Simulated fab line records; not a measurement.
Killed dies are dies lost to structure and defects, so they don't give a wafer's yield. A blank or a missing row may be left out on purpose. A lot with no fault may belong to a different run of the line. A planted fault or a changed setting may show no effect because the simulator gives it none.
Matching of chambers ; flow nandHarc ; NHARC_A_CHANNEL_FILL_D2_CMP_10 on cmp-01 has 4 sister chambers
The step polishes, target thk 150 nm. 4 wafers are shown with their chamber, then 8 later ones without.

== WAFERS WITH THEIR CHAMBER ==
wafer;chamber;motorCurrentA (A)
L089.1;3;12.1
L089.2;2;13.6
L089.4;0;13.5
L092.2;1;11.8

== WAFERS MISSING THEIR CHAMBER ==
wafer;motorCurrentA (A)
L092.3;13.9
L092.5;11.7
L096.2;13.4
L096.5;13.6
L096.6;11.4
L097.1;11.8
L097.2;14.4
L097.4;12.1

== CHAMBER TAKEN BY EACH ==
wafer;from the rows above;in truth
L092.3;can't be placed: 2 or 0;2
L092.5;can't be placed: 1 or 3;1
L096.2;can't be placed: 0 or 2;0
L096.5;can't be placed: 2 or 0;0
L096.6;can't be placed: 1 or 3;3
L097.1;can't be placed: 1 or 3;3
L097.2;can't be placed: 2 or 0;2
L097.4;can't be placed: 3 or 1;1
0 of 8 placed correctly. Cannot be placed on the basis of these rows: 8; the candidates contain the true chamber in 8. Placed wrongly: 0.
How it was worked out, from the rows above alone: a wafer's distance from a chamber is the root of the sum, over the readings, of the square of ((its reading less the chamber's mean) divided by the reading's scatter). If the next closest chamber is less than 2 further off than the closest, the wafer can't be placed; otherwise it belongs to the closest. Each chamber's mean is taken over the wafers shown for it. The scatter (one wafer shown for each chamber): square how far every hidden wafer sits from the nearest shown wafer, average those squares and take the square root.
